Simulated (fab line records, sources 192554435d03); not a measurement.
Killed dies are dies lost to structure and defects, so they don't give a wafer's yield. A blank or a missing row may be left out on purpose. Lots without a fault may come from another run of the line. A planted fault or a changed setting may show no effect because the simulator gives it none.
Chamber matching | flow n5_finfet | N5_FIN_SAQP_STRIP_77 on rie_diel-02: 4 sister chambers
The step strips in N2/H2, time 90 s. 18 wafers are shown with their chamber, then 9 later ones without.

WAFERS WITH THEIR CHAMBER
wafer  | chamber | showerhead_plenum_p_Torr (Torr) | drypump_motor_current_A (A) | throttle_valve_pct (%)
L076.1 | 2       | 3.52                            | 5.9                         | 12.14
L076.3 | 1       | 3.58                            | 6.6                         | 11.85
L076.4 | 1       | 3.58                            | 6.6                         | 11.86
L082.1 | 2       | 3.51                            | 6.0                         | 12.18
L082.5 | 0       | 3.38                            | 6.4                         | 11.97
L082.6 | 3       | 3.35                            | 5.8                         | 12.32
L086.1 | 0       | 3.38                            | 6.4                         | 12.00
L086.2 | 2       | 3.51                            | 5.9                         | 12.20
L086.3 | 3       | 3.35                            | 5.7                         | 12.34
L087.1 | 1       | 3.57                            | 6.6                         | 11.91
L087.2 | 0       | 3.37                            | 6.4                         | 12.02
L087.6 | 3       | 3.35                            | 5.8                         | 12.33
L089.2 | 0       | 3.37                            | 6.4                         | 12.01
L089.3 | 2       | 3.50                            | 5.9                         | 12.20
L089.5 | 1       | 3.56                            | 6.6                         | 11.92
L090.3 | 1       | 3.56                            | 6.6                         | 11.91
L090.4 | 2       | 3.50                            | 5.9                         | 12.21
L090.5 | 0       | 3.37                            | 6.4                         | 12.03

SIGNATURES (means of the wafers above)
reading                  | chamber 0 | chamber 1 | chamber 2 | chamber 3 | scatter within a chamber
showerhead_plenum_p_Torr | 3.3740    | 3.5700    | 3.5080    | 3.3500    | 0.00756
drypump_motor_current_A  | 6.400     | 6.600     | 5.920     | 5.767     | 0.0324
throttle_valve_pct       | 12.0060   | 11.8900   | 12.1860   | 12.3300   | 0.0262
Rule: a wafer's distance from a chamber is the root of the sum, over the readings, of the square of ((its reading less the chamber's mean) divided by the reading's scatter). The wafer belongs to the nearest chamber; if the next one is less than 2 further off, it can't be placed. The scatter: the root of (the sum of the squares of (reading less its chamber's mean) over the shown wafers, divided by (wafers less chambers)).

WAFERS WITHOUT THEIR CHAMBER
wafer  | showerhead_plenum_p_Torr (Torr) | drypump_motor_current_A (A) | throttle_valve_pct (%)
L093.1 | 3.37                            | 6.4                         | 12.04
L093.4 | 3.50                            | 5.9                         | 12.23
L093.6 | 3.37                            | 6.4                         | 12.02
L096.3 | 3.37                            | 6.3                         | 12.04
L096.4 | 3.34                            | 5.8                         | 12.39
L096.5 | 3.50                            | 5.9                         | 12.24
L097.2 | 3.36                            | 6.4                         | 12.07
L097.3 | 3.34                            | 5.8                         | 12.39
L097.4 | 3.49                            | 5.9                         | 12.27

WHICH CHAMBER EACH WENT THROUGH
wafer  | from the rows above | in truth
L093.1 | 0                   | 0
L093.4 | 2                   | 2
L093.6 | 0                   | 0
L096.3 | 0                   | 0
L096.4 | 3                   | 3
L096.5 | 2                   | 2
L097.2 | 0                   | 0
L097.3 | 3                   | 3
L097.4 | 2                   | 2
Placed correctly: 9 of 9. Can't be placed from these rows: 0. Placed wrongly: 0.
